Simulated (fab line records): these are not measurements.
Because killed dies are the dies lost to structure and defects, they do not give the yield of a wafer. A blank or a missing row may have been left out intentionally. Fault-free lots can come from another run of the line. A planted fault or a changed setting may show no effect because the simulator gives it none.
fab line records | flow n5-finfet
[record] lots = 5 | wafers = 15 | last-day = 17
route steps=1938 shown BEOL_M1@767 BEOL_M4@1111 PASSIVATION@1936
lots that met no fault: taken from a fault-free run of the same line
start-h: hours from the record's first day to the start of the lot's first wafer shown | wait-h: hours since the lot's step before | " same as the row above | L1.1+2: a single row standing in for several wafers | - value missing, or start not given | * or withheld: withheld | < > ~ a bound
route shown NAME@n: names a module that has steps shown in the file, with the first one's number in the route | usual: average and standard deviation across the fault-free wafers | same: alike in all rows | chamber/n: place in a boat | sites: the reading at each site | _std_site: the standard deviation of these | _edge_site: outer sites' mean less inner sites' | radius-mm: for every site, how far away it sits from the centre of the wafer | mask NAME#n: copy n | behind: tool/chamber where the wafer was last shaped | hold: why the lot went on hold/how many hours it stayed there/how the hold came to an end | device: the n, p or np transistor that did not switch | end of line: tests of these same wafers at the route's end | where a step has no rows: the recipe by itself | killed: the dies lost at the first sort to structure and to defects; this is not the yield of the wafer | map: dies across one wafer; x = killed, . = not, _ = none there
set.NAME: the setting as run; set.NAME@STEP: as run at that earlier step | model.NAME: the simulator's own value behind a step, which no gauge read
lots seen at some steps along the route; tables by step, rows by wafer
services: the hour from which a tool's chamber was out of use, counted from the record's first day as start-h (under 0 if before that day), plus the number of hours and why
[[steps]]
[step N5_BEOL_M1_DESCUM_16]
[recipe] chemistry = O2 | time-s = 7 | source-power-w = 50 | bias-power-w = 20 | pressure-mtorr = 20 | rf-frequency-hz = 2.712e+07 | temp-c = 40 | resist = CAR-EUV | o2-flow-sccm = 225
[step N5_BEOL_M1_ETCH_74]
[recipe] chemistry = N2/H2 | target = underlayer | target-depth-a = 65 | mask-material = CAR-EUV | time-s = 5.2 | ion-energy-ev = 200 | pressure-mtorr = 30 | source-w = 840 | bias-w = 150 | n2-flow-sccm = 200 | h2-flow-sccm = 200 | ends = cleared
[usual] drypump-motor-current-A = 5.8/0.5 | etch-rf-on-time-s = 5.24/0.11 | oes-product-au = 0.64/0.045 | rf-vpp-V = 523.6/2.8 | showerhead-plenum-p-Torr = 2.53/0.087 | throttle-valve-pct = 17.91/0.14
lot.wafer | tool        | chamber | start-h | wait-h | drypump-motor-current-A | etch-rf-on-time-s | oes-product-au | rf-hours-counter-h | rf-vpp-V | showerhead-plenum-p-Torr | throttle-valve-pct
L981.1    | rie-diel-05 | 0       | 119.79  | 0.0    | 5.9                     | 5.16              | 0.74           | 56                 | 528.6    | 2.68                     | 17.70
L981.5    | "           | 2       | "       | "      | 5.6                     | 5.39              | 0.62           | -                  | 527.2    | 2.63                     | 17.80
L981.6    | "           | 3       | "       | "      | 5.6                     | 5.19              | 0.62           | -                  | 528.0    | 2.64                     | 17.96
L987.1    | rie-diel-01 | 0       | 163.51  | 0.0    | 6.1                     | 5.21              | 0.68           | 145                | 524.5    | 2.44                     | 17.96
L987.3    | "           | 1       | "       | "      | 6.5                     | 5.35              | 0.75           | 36                 | 523.0    | 2.60                     | 17.83
L987.6    | "           | 2       | "       | "      | 6.0                     | 5.26              | 0.62           | -                  | 526.4    | 2.63                     | 17.96
L991.1    | rie-diel-01 | 0       | 186.81  | 0.0    | 6.1                     | 5.21              | 0.67           | 151                | 523.9    | 2.43                     | 17.96
L991.2    | "           | 3       | "       | "      | 5.0                     | 5.25              | 0.61           | 197                | 521.1    | 2.43                     | 18.02
L991.4    | "           | 2       | "       | "      | 5.9                     | 5.33              | 0.60           | 187                | 528.6    | 2.63                     | 17.96
L100.2    | rie-diel-01 | 0       | 251.79  | 0.0    | 6.0                     | 5.31              | 0.65           | 170                | 522.9    | 2.42                     | 18.00
L100.4    | "           | 1       | "       | "      | 6.5                     | 5.36              | 0.73           | 62                 | 525.1    | 2.59                     | 17.85
L100.6    | "           | 1       | "       | "      | 6.5                     | 5.42              | 0.72           | -                  | 527.3    | 2.59                     | 17.87
L102.1    | rie-diel-05 | 2       | 252.39  | 0.0    | 5.6                     | 5.37              | 0.60           | 233                | 525.6    | 2.61                     | 17.88
L102.4    | "           | 0       | "       | "      | 5.9                     | 5.06              | 0.70           | 95                 | 525.5    | 2.66                     | 17.80
L102.6    | "           | 3       | "       | "      | 5.6                     | 5.15              | 0.60           | -                  | 526.1    | 2.62                     | 18.01
[step N5_BEOL_M1_ETCH_63]
[recipe] chemistry = CF4 | target = SiARC | target-depth-a = 156 | mask-material = CAR-EUV | time-s = 26 | ion-energy-ev = 80 | pressure-mtorr = 40 | source-w = 545 | bias-w = 36 | Ar_flow_sccm = 100 | cf4-flow-sccm = 100 | ends = cleared
[step N5_BEOL_M1_ETCH_64]
[recipe] chemistry = N2/H2 | target = SOC | target-depth-a = 750 | overetch-a = 150 | mask-material = SiARC | temp-c = 40 | time-s = 112.5 | ion-energy-ev = 200 | pressure-mtorr = 30 | source-w = 840 | bias-w = 150 | n2-flow-sccm = 200 | h2-flow-sccm = 200
[usual] drypump-motor-current-A = 5.8/0.5 | oes-product-au = 0.59/0.042 | rf-vpp-V = 523.5/2.6 | showerhead-plenum-p-Torr = 2.53/0.087 | throttle-valve-pct = 17.88/0.14
lot.wafer | tool        | chamber | start-h | wait-h | drypump-motor-current-A | oes-product-au | rf-hours-counter-h | rf-vpp-V | showerhead-plenum-p-Torr | throttle-valve-pct
L981.1    | rie-diel-05 | 0       | 119.84  | 0.0    | 5.9                     | 0.68           | 56                 | 526.7    | 2.68                     | 17.68
L981.5    | "           | 2       | "       | "      | 5.6                     | 0.59           | -                  | 526.7    | 2.63                     | 17.77
L981.6    | "           | 3       | "       | "      | 5.6                     | 0.57           | -                  | 527.4    | 2.64                     | 17.92
L987.1    | rie-diel-01 | 0       | 163.55  | 0.0    | 6.1                     | 0.62           | 145                | 521.0    | 2.44                     | 17.91
L987.3    | "           | 1       | "       | "      | 6.5                     | 0.71           | 36                 | 524.7    | 2.60                     | 17.80
L987.6    | "           | 2       | "       | "      | 5.9                     | 0.58           | -                  | 526.7    | 2.63                     | 17.90
L991.1    | rie-diel-01 | 0       | 186.85  | 0.0    | 6.1                     | 0.62           | 151                | 522.6    | 2.43                     | 17.93
L991.2    | "           | 3       | "       | "      | 5.0                     | 0.56           | 197                | 521.5    | 2.43                     | 18.00
L991.4    | "           | 2       | "       | "      | 6.0                     | 0.58           | 187                | 526.5    | 2.63                     | 17.93
L100.2    | rie-diel-01 | 0       | 251.83  | 0.0    | 6.1                     | 0.60           | 170                | 520.4    | 2.43                     | 17.94
L100.4    | "           | 1       | "       | "      | 6.5                     | 0.68           | 63                 | 525.1    | 2.59                     | 17.83
L100.6    | "           | 1       | "       | "      | 6.5                     | 0.68           | -                  | 525.6    | 2.59                     | 17.84
L102.1    | rie-diel-05 | 2       | 252.43  | 0.0    | 5.7                     | 0.56           | 233                | 526.3    | 2.61                     | 17.84
L102.4    | "           | 0       | "       | "      | 5.9                     | 0.65           | 95                 | 527.5    | 2.66                     | 17.76
L102.6    | "           | 3       | "       | "      | 5.6                     | 0.55           | -                  | 526.6    | 2.62                     | 17.99
[step N5_BEOL_M1_STRIP_65]
[recipe] chemistry = N2/H2 | temp-c = 40 | n2-flow-sccm = 200 | h2-flow-sccm = 200 | rf-frequency-hz = 6e+07
[step N5_BEOL_M1_STRIP_75]
[recipe] chemistry = N2/H2 | temp-c = 40 | n2-flow-sccm = 200 | h2-flow-sccm = 200 | rf-frequency-hz = 6e+07
[step N5_BEOL_M1_STRIP_66]
[recipe] chemistry = CF4 | resist = SiARC | power-w = 300 | bias-power-w = 75 | pressure-mtorr = 50 | cf4-flow-sccm = 150 | rf-frequency-hz = 6e+07
[usual] drypump-motor-current-A = 5.7/0.49 | oes-product-au = 0.74/0.052 | rf-vpp-V = 271.0/1.7 | showerhead-plenum-p-Torr = 1.78/0.058 | throttle-valve-pct = 13.66/0.14
lot.wafer | tool        | chamber | start-h | wait-h | drypump-motor-current-A | oes-product-au | rf-hours-counter-h | rf-vpp-V | showerhead-plenum-p-Torr | throttle-valve-pct
L981.1    | rie-diel-05 | 0       | 119.96  | 0.0    | 5.9                     | 0.85           | 56                 | 273.5    | 1.88                     | 13.50
L981.5    | "           | 2       | "       | "      | 5.6                     | 0.73           | -                  | 272.1    | 1.84                     | 13.61
L981.6    | "           | 3       | "       | "      | 5.6                     | 0.72           | -                  | 272.9    | 1.83                     | 13.58
L987.1    | rie-diel-01 | 0       | 163.68  | 0.0    | 6.1                     | 0.77           | 145                | 269.5    | 1.73                     | 13.79
L987.3    | "           | 1       | "       | "      | 6.5                     | 0.89           | 36                 | 274.7    | 1.83                     | 13.42
L987.6    | "           | 2       | "       | "      | 6.0                     | 0.73           | -                  | 272.0    | 1.86                     | 13.83
L991.1    | rie-diel-01 | 0       | 186.98  | 0.0    | 6.0                     | 0.77           | 151                | 270.2    | 1.73                     | 13.80
L991.2    | "           | 3       | "       | "      | 5.0                     | 0.71           | 197                | 268.5    | 1.72                     | 13.63
L991.4    | "           | 2       | "       | "      | 5.9                     | 0.72           | 187                | 272.1    | 1.86                     | 13.81
L100.2    | rie-diel-01 | 0       | 251.96  | 0.0    | 6.0                     | 0.75           | 170                | 270.1    | 1.73                     | 13.85
L100.4    | "           | 1       | "       | "      | 6.5                     | 0.85           | 63                 | 272.3    | 1.82                     | 13.46
L100.6    | "           | 1       | "       | "      | 6.5                     | 0.85           | -                  | 272.1    | 1.82                     | 13.45
L102.1    | rie-diel-05 | 2       | 252.56  | 0.0    | 5.6                     | 0.70           | 233                | 272.6    | 1.83                     | 13.70
L102.4    | "           | 0       | "       | "      | 5.9                     | 0.80           | 95                 | 273.9    | 1.87                     | 13.59
L102.6    | "           | 3       | "       | "      | 5.6                     | 0.69           | -                  | 272.9    | 1.82                     | 13.68
[step N5_BEOL_M1_HM_OPEN_17]
[recipe] chemistry = Cl2/BCl3 | target-depth-a = 200 | overetch-a = 60 | target = TiN | mask-material = SOC | ion-energy-ev = 150 | pressure-mtorr = 10 | icp-w = 1000 | bias-w = 126 | Cl2_flow_sccm = 53.25 | bcl3-flow-sccm = 21.75 | Ar_flow_sccm = 25
[usual] drypump-motor-current-A = 6.0/0.36 | he-backside-leak-sccm = 3.4/0.42 | oes-product-au = 0.69/0.095 | throttle-valve-pct = 22.14/0.23
lot.wafer | tool         | chamber | start-h | wait-h | drypump-motor-current-A | he-backside-leak-sccm | oes-product-au | rf-hours-counter-h | throttle-valve-pct
L981.1    | rie-metal-01 | 0       | 120.01  | 0.0    | 5.7                     | 3.4                   | 0.80           | 2                  | 21.70
L981.5    | "            | 1       | "       | "      | 6.1                     | 3.6                   | 0.76           | -                  | 22.36
L981.6    | "            | 0       | "       | "      | 5.7                     | 3.4                   | 0.79           | -                  | 21.68
L987.1    | rie-metal-03 | 0       | 163.72  | 0.0    | 5.7                     | 3.3                   | 0.54           | 121                | 22.37
L987.3    | "            | 1       | "       | "      | 5.5                     | 3.4                   | 0.63           | -                  | 22.17
L987.6    | "            | 1       | "       | "      | 5.5                     | 3.4                   | 0.63           | -                  | 22.19
L991.1    | rie-metal-02 | 0       | 187.02  | 0.0    | 6.3                     | 3.5                   | 0.77           | 8                  | 22.21
L991.2    | "            | 1       | "       | "      | 6.5                     | 3.3                   | 0.60           | 74                 | 22.14
L991.4    | "            | 0       | "       | "      | 6.3                     | 3.4                   | 0.77           | -                  | 22.20
L100.2    | rie-metal-02 | 1       | 252.00  | 0.0    | 6.5                     | 3.1                   | 0.59           | 81                 | 22.16
L100.4    | "            | 1       | "       | "      | 6.5                     | 3.2                   | 0.59           | -                  | 22.15
L100.6    | "            | 0       | "       | "      | 6.3                     | 3.3                   | 0.72           | -                  | 22.23
L102.1    | rie-metal-01 | 0       | 252.60  | 0.0    | 5.7                     | 6.3                   | 0.72           | 13                 | 21.72
L102.4    | "            | 1       | "       | "      | 6.1                     | 3.6                   | 0.72           | -                  | 22.39
L102.6    | "            | 1       | "       | "      | 6.1                     | 3.6                   | 0.71           | -                  | 22.40
[step N5_BEOL_M1_STRIP_19]
[recipe] chemistry = O2 | power-w = 400 | temp-c = 40 | pressure-mtorr = 30 | rf-frequency-hz = 6e+07 | bias-power-w = 0 | overash-fraction = 0.2 | o2-flow-sccm = 225
[usual] drypump-motor-current-A = 5.8/0.45 | oes-product-au = 0.75/0.065 | rf-vpp-V = 3.6/0.5 | showerhead-plenum-p-Torr = 2.09/0.068 | throttle-valve-pct = 16.75/0.18
[same] overash-fraction = 0.2
lot.wafer | tool        | chamber | start-h | wait-h | drypump-motor-current-A | oes-product-au | rf-hours-counter-h | rf-vpp-V | showerhead-plenum-p-Torr | throttle-valve-pct
L981.1    | rie-diel-02 | 0       | 120.12  | 0.1    | 5.7                     | 0.76           | 143                | 4.0      | 2.10                     | 16.56
L981.5    | "           | 2       | "       | "      | 5.0                     | 0.75           | -                  | 3.7      | 2.08                     | 16.49
L981.6    | "           | 3       | "       | "      | 5.9                     | 0.71           | -                  | 4.5      | 2.01                     | 16.77
L987.1    | rie-diel-05 | 2       | 163.92  | 0.2    | 5.6                     | 0.72           | 207                | 3.8      | 2.16                     | 16.65
L987.3    | "           | 0       | "       | "      | 5.9                     | 0.84           | 68                 | 3.9      | 2.20                     | 16.63
L987.6    | "           | 0       | "       | "      | 5.8                     | 0.84           | -                  | 2.8      | 2.20                     | 16.62
L991.1    | rie-diel-01 | 1       | 187.13  | 0.1    | 6.5                     | 0.91           | 43                 | 4.2      | 2.13                     | 16.50
L991.2    | "           | 0       | "       | "      | 6.0                     | 0.78           | 151                | 3.5      | 2.03                     | 16.99
L991.4    | "           | 3       | "       | "      | 5.0                     | 0.72           | 197                | 3.9      | 2.02                     | 16.79
L100.2    | rie-diel-01 | 1       | 252.11  | 0.1    | 6.5                     | 0.87           | 63                 | 3.4      | 2.12                     | 16.55
L100.4    | "           | 3       | "       | "      | 5.0                     | 0.70           | 216                | 3.0      | 2.01                     | 16.84
L100.6    | "           | 1       | "       | "      | 6.5                     | 0.88           | -                  | 4.5      | 2.12                     | 16.55
L102.1    | rie-diel-01 | 1       | 252.71  | 0.1    | 6.5                     | 0.87           | 63                 | 3.8      | 2.12                     | 16.55
L102.4    | "           | 3       | "       | "      | 4.9                     | 0.70           | 216                | 3.3      | 2.01                     | 16.81
L102.6    | "           | 2       | "       | "      | 6.0                     | 0.70           | -                  | 3.3      | 2.14                     | 16.80
[step N5_BEOL_M1_CD_MEAS_18]
[recipe] pitch-nm = 36 | target-cd-nm = 18
[usual] cd-nm = 18.0/0.32
lot.wafer | tool      | chamber | start-h | wait-h | cd-nm
L981.1    | cd-sem-01 | -       | 120.19  | 0.0    | 18.1
L981.5    | "         | -       | "       | "      | 18.3
L981.6    | "         | -       | "       | "      | 18.3
L987.1    | cd-sem-02 | -       | 163.99  | 0.0    | 18.1
L987.3    | "         | -       | "       | "      | 17.9
L987.6    | "         | -       | "       | "      | 17.6
L991.1    | cd-sem-03 | -       | 187.20  | 0.0    | 17.5
L991.2    | "         | -       | "       | "      | 17.9
L991.4    | "         | -       | "       | "      | 17.6
L100.2    | cd-sem-01 | -       | 252.18  | 0.1    | 18.2
L100.4    | "         | -       | "       | "      | 18.1
L100.6    | "         | -       | "       | "      | 18.1
L102.1    | cd-sem-02 | -       | 252.78  | 0.1    | 17.8
L102.4    | "         | -       | "       | "      | 17.7
L102.6    | "         | -       | "       | "      | 18.0
[step N5_BEOL_M1_COAT_67]
[recipe] resist = SOC | temp-c = 250 | time-s = 60 | spin-rpm = 1500 | resist-thk-nm = 60
[step N5_BEOL_M1_COAT_68]
[recipe] resist = SiARC | temp-c = 220 | time-s = 60 | spin-rpm = 1500 | resist-thk-nm = 12
[step N5_BEOL_M1_COAT_76]
[recipe] resist = underlayer | temp-c = 205 | time-s = 60 | spin-rpm = 1500 | resist-thk-nm = 5
[usual] run-length-s = 66.04/0.16 | spin-speed-rpm = 1499.9/1.1
lot.wafer | tool           | chamber | start-h | wait-h | run-length-s | spin-speed-rpm
L981.1    | litho-track-02 | 0       | 120.23  | -      | 66.01        | 1500.0
L981.5    | "              | 0       | "       | "      | 66.41        | 1498.2
L981.6    | "              | 0       | "       | "      | 66.13        | 1500.8
L987.1    | litho-track-01 | 0       | 164.03  | -      | 65.95        | 1499.9
L987.3    | "              | 0       | "       | "      | 66.10        | 1500.8
L987.6    | "              | 0       | "       | "      | 66.33        | 1499.8
L991.1    | litho-track-02 | 0       | 187.24  | -      | 83.06        | 1501.8
L991.2    | "              | 0       | "       | "      | 83.08        | 1500.1
L991.4    | "              | 0       | "       | "      | 66.16        | 1499.9
L100.2    | litho-track-01 | 0       | 252.22  | -      | 66.00        | 1499.2
L100.4    | "              | 0       | "       | "      | 65.95        | 1499.6
L100.6    | "              | 0       | "       | "      | 66.05        | 1499.4
L102.1    | litho-track-03 | 0       | 252.82  | -      | 65.95        | 1499.1
L102.4    | "              | 0       | "       | "      | 65.73        | 1499.8
L102.6    | "              | 0       | "       | "      | 65.87        | 1499.9
[step N5_BEOL_M1_COAT_22]
[recipe] resist = CAR-EUV | spin-rpm = 1500 | resist-thk-nm = 30
[step N5_BEOL_M4_RC_MEAS_101]
[usual] DIBL_N = 36.0/1.6 | DIBL_P = 36.1/2 | IOFF_N = 0.160/0.029 | IOFF_P = 0.21/0.039 | ION_N = 675/13 | ION_P = 464/8.8 | SS_N = 71.5/0.58 | SS_P = 73.3/0.65 | VT_N = 250/3.3 | VT_P = -249/3.6
lot.wafer | tool      | chamber | start-h | wait-h | DIBL_N[mV/V] | DIBL_P[mV/V] | IOFF_N[nA/um] | IOFF_P[nA/um] | ION_N[uA/um] | ION_P[uA/um] | SS_N[mV/dec] | SS_P[mV/dec] | VT_N[mV] | VT_P[mV]
L981.1    | prober-02 | 0       | 163.92  | 0.0    | 34.0         | 31.5         | 0.107         | 0.14          | 654          | 448          | 70.2         | 73.1         | 254      | -256
L981.5    | "         | 0       | "       | "      | 35.0         | 32.7         | 0.117         | 0.15          | 656          | 445          | 71.0         | 72.7         | 256      | -255
L981.6    | "         | 0       | "       | "      | 35.7         | 34.8         | 0.131         | 0.19          | 658          | 460          | 71.1         | 73.1         | 251      | -252
L987.1    | prober-01 | 0       | 204.34  | 0.0    | 35.6         | 35.6         | 0.160         | 0.19          | 655          | 449          | 71.4         | 73.5         | 252      | -252
L987.3    | "         | 0       | "       | "      | 35.5         | 37.7         | 0.152         | 0.21          | 669          | 455          | 71.2         | 74.0         | 254      | -251
L987.6    | "         | 0       | "       | "      | 37.6         | 38.3         | 0.188         | 0.23          | 671          | 457          | 71.9         | 74.1         | 249      | -249
L991.1    | prober-02 | 0       | 234.40  | 0.0    | 36.5         | 37.7         | 0.167         | 0.27          | 673          | 470          | 71.8         | 73.6         | 246      | -244
L991.2    | "         | 0       | "       | "      | 39.1         | 39.4         | 0.227         | 0.29          | 681          | 466          | 73.4         | 73.5         | 244      | -244
L991.4    | "         | 0       | "       | "      | 37.2         | 39.1         | 0.185         | 0.30          | 689          | 479          | 71.9         | 73.8         | 244      | -243
L102.1    | prober-02 | 0       | 294.45  | 0.0    | 34.6         | 35.7         | 0.152         | 0.22          | 666          | 456          | 71.4         | 73.7         | 250      | -247
L102.4    | "         | 0       | "       | "      | 31.8         | 33.1         | 0.106         | 0.18          | 655          | 457          | 70.4         | 72.1         | 255      | -252
L102.6    | "         | 0       | "       | "      | 30.4         | 31.7         | 0.092         | 0.16          | 650          | 453          | 70.9         | 72.3         | 259      | -254
L100.2    | prober-01 | 0       | 298.10  | 0.2    | 34.5         | 32.2         | 0.118         | 0.15          | 661          | 451          | 71.3         | 71.8         | 253      | -256
L100.4    | "         | 0       | "       | "      | 36.1         | 35.1         | 0.159         | 0.19          | 672          | 458          | 72.0         | 72.5         | 247      | -253
L100.6    | "         | 0       | "       | "      | 33.9         | 32.0         | 0.126         | 0.15          | 681          | 461          | 70.8         | 71.9         | 250      | -253
[step N5_PASSIVATION_PROBE_49]
[usual] defect-limited-yield = 91.0/1.3 | killed_at_M0_to_M3 = 36/9.5 | killed_at_M4_up = 14/5.6 | killed-at-contacts = 12/6.4 | killed-at-front-end = 40/10 | killed-at-other = 3.2/3 | killed-dies = 107/15 | killed-open = 69/12 | killed-short = 35/7.7 | sort_bin_5_function = 5.3/0.91 | sort_bin_6_memory = 3.3/0.65 | sort_bin_8_speed = 0.00/0.012 | sort-n-pass = 1073/15 | sort-yield-pct = 91.0/1.3
[same] gross-dies = 1180 | killed-at-back-side = 0 | sort_bin_4_leakage[%] = 0
lot.wafer | tool      | chamber | start-h | wait-h | defect-limited-yield[%] | killed_at_M0_to_M3 | killed_at_M4_up | killed-at-contacts | killed-at-front-end | killed-at-other | killed-dies | killed-open | killed-short | sort_bin_5_function[%] | sort_bin_6_memory[%] | sort_bin_8_speed[%] | sort-n-pass | sort-yield-pct[%]
L981.1    | prober-02 | -       | 270.11  | 0.0    | 91.5                    | 29                 | 10              | 4                  | 52                  | 5               | 100         | 71          | 29           | 5.4                    | 2.8                  | 0                   | 1080        | 91.5
L981.5    | prober-02 | -       | 270.31  | 0.2    | 92.5                    | 24                 | 16              | 11                 | 28                  | 10              | 89          | 59          | 30           | 4.3                    | 3.0                  | 0                   | 1091        | 92.5
L981.6    | prober-02 | -       | 270.36  | 0.3    | 93.9                    | 28                 | 9               | 11                 | 24                  | 0               | 72          | 52          | 19           | 3.3                    | 2.4                  | 0                   | 1108        | 93.9
L991.1    | prober-01 | -       | 346.27  | 0.0    | 92.5                    | 25                 | 10              | 2                  | 50                  | 2               | 89          | 55          | 31           | 3.7                    | 3.2                  | 0                   | 1091        | 92.5
L991.2    | prober-01 | -       | 346.32  | 0.1    | 92.5                    | 16                 | 15              | 4                  | 47                  | 7               | 89          | 53          | 26           | 4.1                    | 2.5                  | 0                   | 1091        | 92.5
L991.4    | prober-01 | -       | 346.42  | 0.2    | 91.6                    | 39                 | 11              | 10                 | 36                  | 3               | 99          | 58          | 36           | 4.6                    | 3.1                  | 0                   | 1081        | 91.6
L102.1    | prober-01 | -       | 403.33  | 0.0    | 93.5                    | 24                 | 13              | 13                 | 27                  | 0               | 77          | 57          | 20           | 3.6                    | 2.6                  | 0                   | 1103        | 93.5
L102.4    | prober-01 | -       | 403.48  | 0.2    | 91.3                    | 40                 | 13              | 22                 | 25                  | 3               | 103         | 76          | 23           | 5.2                    | 3.4                  | 0                   | 1077        | 91.3
L102.6    | prober-01 | -       | 403.58  | 0.3    | 92.9                    | 26                 | 15              | 16                 | 27                  | 0               | 84          | 55          | 27           | 4.5                    | 2.4                  | 0                   | 1096        | 92.9
// killed by level:class
L981.1 STI_FIN_REVEAL:geometric-particle:open=24 FIN_SAQP:geometric-particle:open=10 BEOL_M2:geometric-particle:open=10 BEOL_M0_SAQP:geometric-particle:short=7 BEOL_M4:geometric-particle:open=7 STI_FIN_REVEAL:geometric-particle:short=5 BEOL_M0_SAQP:geometric-particle:open=5 STARTING-WAFER:geometric-particle:short=3
L981.5 MOL_CONTACT_COAG:geometric-particle:open=9 BEOL_M1:geometric-particle:open=8 FIN_SAQP:geometric-particle:short=6 BEOL_M4:geometric-particle:open=6 FIN_SAQP:geometric-particle:open=5 BEOL_M3:geometric-particle:open=5 BEOL_M4:geometric-particle:short=5 BEOL_M0_SAQP:geometric-particle:short=3
L981.6 BEOL_M2:geometric-particle:open=12 MOL_CONTACT_COAG:geometric-particle:open=8 FIN_SAQP:geometric-particle:open=6 BEOL_M4:geometric-particle:open=6 STI_FIN_REVEAL:geometric-particle:open=4 DUMMY_GATE:geometric-particle:open=4 STI_FIN_REVEAL:geometric-particle:short=3 MOL_CONTACT_COAG:geometric-particle:short=3
L991.1 FIN_SAQP:geometric-particle:open=15 FIN_SAQP:geometric-particle:short=13 BEOL_M1:geometric-particle:open=9 BEOL_M4:geometric-particle:open=7 STI_FIN_REVEAL:geometric-particle:open=7 BEOL_M0_SAQP:geometric-particle:open=5 BEOL_M0_SAQP:geometric-particle:short=4 GATE_CUT:geometric-particle:open=3
L991.2 BEOL_M4:geometric-particle:open=10 HKMG_FIN:area-etch=10 BEOL_M1:geometric-particle:open=9 FIN_SAQP:geometric-particle:open=7 FIN_SAQP:geometric-particle:short=5 GATE_CUT:geometric-particle:short=4 MOL_CONTACT_COAG:geometric-particle:open=4 STI_FIN_REVEAL:geometric-particle:open=3
L991.4 BEOL_M1:geometric-particle:open=8 BEOL_M0_SAQP:geometric-particle:open=8 MOL_CONTACT_COAG:geometric-particle:open=7 BEOL_M0_SAQP:geometric-particle:short=7 BEOL_M2:geometric-particle:open=7 FIN_SAQP:geometric-particle:short=6 DUMMY_GATE:geometric-particle:open=5 BEOL_M4:geometric-particle:open=5
L102.1 MOL_CONTACT_COAG:geometric-particle:open=11 FIN_SAQP:geometric-particle:short=7 BEOL_M4:geometric-particle:open=7 BEOL_M3:geometric-particle:open=6 BEOL_M2:geometric-particle:open=6 BEOL_M0_SAQP:geometric-particle:open=5 FIN_SAQP:geometric-particle:open=4 GATE_CUT:geometric-particle:short=4
L102.4 MOL_CONTACT_COAG:geometric-particle:open=17 FIN_SAQP:geometric-particle:open=10 BEOL_M0_SAQP:geometric-particle:open=9 BEOL_M1:geometric-particle:open=7 STI_FIN_REVEAL:geometric-particle:open=6 BEOL_M2:geometric-particle:open=6 MOL_CONTACT_COAG:geometric-particle:short=5 BEOL_M3:geometric-particle:open=5
L102.6 MOL_CONTACT_COAG:geometric-particle:open=11 BEOL_M2:geometric-particle:open=10 GATE_CUT:geometric-particle:short=5 MOL_CONTACT_COAG:geometric-particle:short=5 BEOL_M4:geometric-particle:open=5 FIN_SAQP:geometric-particle:open=4 GATE_CUT:geometric-particle:open=4 BEOL_M0_SAQP:geometric-particle:short=4
[[services]]
tool           | chamber | start-h | hours | kind
rie-metal-01   | -       | 99.24   | 14.6  | pm
rie-diel-02    | 1       | 113.71  | 14.4  | repair
rie-metal-02   | 0       | 113.85  | -     | clean
rie-metal-02   | 0       | 113.85  | 18.5  | scheduled-down
rie-metal-02   | 0       | 113.85  | 18.5  | vent-cycle
rie-metal-01   | -       | 114.03  | 1.3   | repair
rie-metal-02   | 1       | 140.89  | 24.9  | repair
litho-track-02 | -       | 142.92  | -     | consumable-replace:filter
litho-track-02 | -       | 149.31  | -     | consumable-replace:filter
rie-diel-02    | 1       | 163.00  | 10.2  | repair
rie-diel-05    | 1       | 177.64  | 1.4   | repair
rie-metal-02   | -       | 177.85  | 0.3   | repair
rie-diel-01    | 0       | 181.02  | 4.1   | repair
litho-track-03 | -       | 187.05  | -     | consumable-replace:filter
rie-metal-01   | 0       | 188.31  | 14.9  | repair
rie-metal-03   | 0       | 231.55  | -     | clean
rie-metal-03   | 0       | 231.55  | 20.6  | scheduled-down
rie-metal-03   | 0       | 231.55  | 20.6  | vent-cycle
rie-metal-01   | -       | 249.72  | 2.8   | pm
[[key]]
[first-sign] step = N5_BEOL_M1_COAT_76 | reading = run-length-s | direction = up | sigmas = 99+ | usual = * | struck = *
effect none on later readings
met-at N5_BEOL_M1_COAT_76
struck-wafers L991.1,L991.2
[baseline-loss] step = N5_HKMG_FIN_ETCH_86 | wafers = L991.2
onset-between 120.23 187.24
[fault] kind = process-parameter-drift | tool = litho-track-02 | chamber = - | onset-h = 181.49 | steps = N5_BEOL_M1_COAT_76 | channel = time-s | offset = * | shape = step | end-h = 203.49 | scope = struck-wafers-only | acts-in = * | stated = *
// baseline-loss: these wafers lose ten dies or more at that step, a loss of the line's own and not of a fault; the sort's usual values leave them out
